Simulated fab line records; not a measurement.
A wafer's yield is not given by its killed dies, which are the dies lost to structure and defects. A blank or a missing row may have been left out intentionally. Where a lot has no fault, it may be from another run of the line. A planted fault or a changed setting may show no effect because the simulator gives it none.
Shared-tool check :: flow nand-harc :: 36 wafers sampled across 12 lots

## REASON FOR OPENING
At NHARC_A_M1_CD_MEAS_09 the reading cd-nm is flagged on 2 of 12 lots. Fault-free wafers read 120.5 nm, with a standard deviation of 0.89.
Rule: flag the lot when none of its wafers has a number, or when each of its wafers that has one lies beyond 4 standard deviations from that mean. The other lots count as sound.

lot: L923
measured: day 23 03:27
on: cd-sem-02
cd-nm (nm), wafer by wafer: 120.5 120.6 120.4
flag: 

lot: L924
measured: day 23 05:10
on: cd-sem-02
cd-nm (nm), wafer by wafer: 120.4 120.2 119.9
flag: 

lot: L925
measured: day 23 21:07
on: cd-sem-02
cd-nm (nm), wafer by wafer: 120.1 120.5 119.2
flag: 

lot: L927
measured: day 24 02:40
on: cd-sem-01
cd-nm (nm), wafer by wafer: 120.1 120.4 118.2
flag: 

lot: L926
measured: day 24 03:38
on: cd-sem-03
cd-nm (nm), wafer by wafer: 120.9 120.3 121.9
flag: 

lot: L928
measured: day 24 19:02
on: cd-sem-02
cd-nm (nm), wafer by wafer: 120.5 119.7 118.7
flag: 

lot: L931
measured: day 26 03:22
on: cd-sem-02
cd-nm (nm), wafer by wafer: 121.0 121.0 121.8
flag: 

lot: L939
measured: day 29 16:20
on: cd-sem-02
cd-nm (nm), wafer by wafer: 125.7 124.9 125.8
flag: FLAGGED

lot: L941
measured: day 30 15:11
on: cd-sem-02
cd-nm (nm), wafer by wafer: 126.0 124.4 124.8
flag: FLAGGED

lot: L943
measured: day 30 18:01
on: cd-sem-01
cd-nm (nm), wafer by wafer: 120.2 119.5 119.3
flag: 

lot: L945
measured: day 31 23:56
on: cd-sem-03
cd-nm (nm), wafer by wafer: 121.1 120.5 120.9
flag: 

lot: L946
measured: day 33 00:02
on: cd-sem-03
cd-nm (nm), wafer by wafer: 120.8 120.6 122.9
flag: 
On average the flagged lots' numbers are 125.3 nm, which is +4.8 nm against the usual, or +5 standard deviations.

## EACH LOT AND THE TOOL IT RAN ON
2 process steps preceding the reading are held in the record, out of 1302 steps in the route. Cell contents, in order: the tool; ch with the chambers the sampled wafers went through; the start.
lot: L923
flag: 
NHARC_A_M0_ANNEAL_30: rtp-anneal-02 ch 0, day 23 01:19
NHARC_A_M1_PEB_07: litho-track-01 ch 0, day 23 03:22

lot: L924
flag: 
NHARC_A_M0_ANNEAL_30: rtp-anneal-01 ch 0, day 23 03:08
NHARC_A_M1_PEB_07: litho-track-01 ch 0, day 23 05:05

lot: L925
flag: 
NHARC_A_M0_ANNEAL_30: rtp-anneal-01 ch 0, day 23 18:44
NHARC_A_M1_PEB_07: litho-track-06 ch 0, day 23 21:02

lot: L927
flag: 
NHARC_A_M0_ANNEAL_30: rtp-anneal-02 ch 0, day 23 23:38
NHARC_A_M1_PEB_07: litho-track-06 ch 0, day 24 02:35

lot: L926
flag: 
NHARC_A_M0_ANNEAL_30: rtp-anneal-02 ch 0, day 24 01:20
NHARC_A_M1_PEB_07: litho-track-01 ch 0, day 24 03:34

lot: L928
flag: 
NHARC_A_M0_ANNEAL_30: rtp-anneal-01 ch 0, day 24 16:49
NHARC_A_M1_PEB_07: litho-track-01 ch 0, day 24 18:57

lot: L931
flag: 
NHARC_A_M0_ANNEAL_30: rtp-anneal-01 ch 0, day 26 01:07
NHARC_A_M1_PEB_07: litho-track-06 ch 0, day 26 03:16

lot: L939
flag: FLAGGED
NHARC_A_M0_ANNEAL_30: rtp-anneal-02 ch 0, day 29 14:00
NHARC_A_M1_PEB_07: litho-track-06 ch 0, day 29 16:15

lot: L941
flag: FLAGGED
NHARC_A_M0_ANNEAL_30: rtp-anneal-01 ch 0, day 30 13:06
NHARC_A_M1_PEB_07: litho-track-06 ch 0, day 30 15:06

lot: L943
flag: 
NHARC_A_M0_ANNEAL_30: rtp-anneal-01 ch 0, day 30 15:49
NHARC_A_M1_PEB_07: litho-track-01 ch 0, day 30 17:56

lot: L945
flag: 
NHARC_A_M0_ANNEAL_30: rtp-anneal-02 ch 0, day 31 21:50
NHARC_A_M1_PEB_07: litho-track-04 ch 0, day 31 23:51

lot: L946
flag: 
NHARC_A_M0_ANNEAL_30: rtp-anneal-01 ch 0, day 32 22:01
NHARC_A_M1_PEB_07: litho-track-04 ch 0, day 32 23:57
What is done by these steps:
- NHARC_A_M0_ANNEAL_30: time 90 s.
- NHARC_A_M1_PEB_07: peb time 65 s.
- NHARC_A_M1_CD_MEAS_09: target cd 120 nm.

## FLAGGED AGAINST TOTAL, ONE TOOL AT A TIME (gauges that did the reading follow at the end)
step: NHARC_A_M0_ANNEAL_30
tool: rtp-anneal-01
lots run: 7
flagged: 1
share of the flagged lots: some
sound lots run after its first flagged lot: 2 (L943,L946)

step: NHARC_A_M0_ANNEAL_30
tool: rtp-anneal-02
lots run: 5
flagged: 1
share of the flagged lots: some
sound lots run after its first flagged lot: 1 (L945)

step: NHARC_A_M1_PEB_07
tool: litho-track-01
lots run: 5
flagged: 0
share of the flagged lots: none
sound lots run after its first flagged lot: -

step: NHARC_A_M1_PEB_07
tool: litho-track-04
lots run: 2
flagged: 0
share of the flagged lots: none
sound lots run after its first flagged lot: -

step: NHARC_A_M1_PEB_07
tool: litho-track-06
lots run: 5
flagged: 2
share of the flagged lots: all
sound lots run after its first flagged lot: 0

step: NHARC_A_M1_CD_MEAS_09
tool: cd-sem-01
lots run: 2
flagged: 0
share of the flagged lots: none
sound lots run after its first flagged lot: -

step: NHARC_A_M1_CD_MEAS_09
tool: cd-sem-02
lots run: 7
flagged: 2
share of the flagged lots: all
sound lots run after its first flagged lot: 0

step: NHARC_A_M1_CD_MEAS_09
tool: cd-sem-03
lots run: 3
flagged: 0
share of the flagged lots: none
sound lots run after its first flagged lot: -

## WHAT IS ALLOWED BY THE TABLE
In 2 table rows, all flagged lots were run: litho-track-06 (NHARC_A_M1_PEB_07), cd-sem-02 (NHARC_A_M1_CD_MEAS_09).
- litho-track-06 at NHARC_A_M1_PEB_07: 2 of its 5 lots flagged. A fault beginning between L931 (day 26 03:16), its last sound lot, and L939 (day 29 16:15), its first flagged one, fits the data. Its own readings lie more than 4 standard deviations out on every wafer of the flagged lots: heater-power-total-W, plate-temp-C.
- cd-sem-02 at NHARC_A_M1_CD_MEAS_09: 2 of its 7 lots flagged. A fault beginning between L931 (day 26 03:22), its last sound lot, and L939 (day 29 16:20), its first flagged one, fits the data.
Because each of these 2 tools fits a fault that began at some hour, counting lots does not separate them. More lots, or a look at what each step does to the wafer, might.

## WHAT HAD BEEN PUT IN BY THE SIMULATOR
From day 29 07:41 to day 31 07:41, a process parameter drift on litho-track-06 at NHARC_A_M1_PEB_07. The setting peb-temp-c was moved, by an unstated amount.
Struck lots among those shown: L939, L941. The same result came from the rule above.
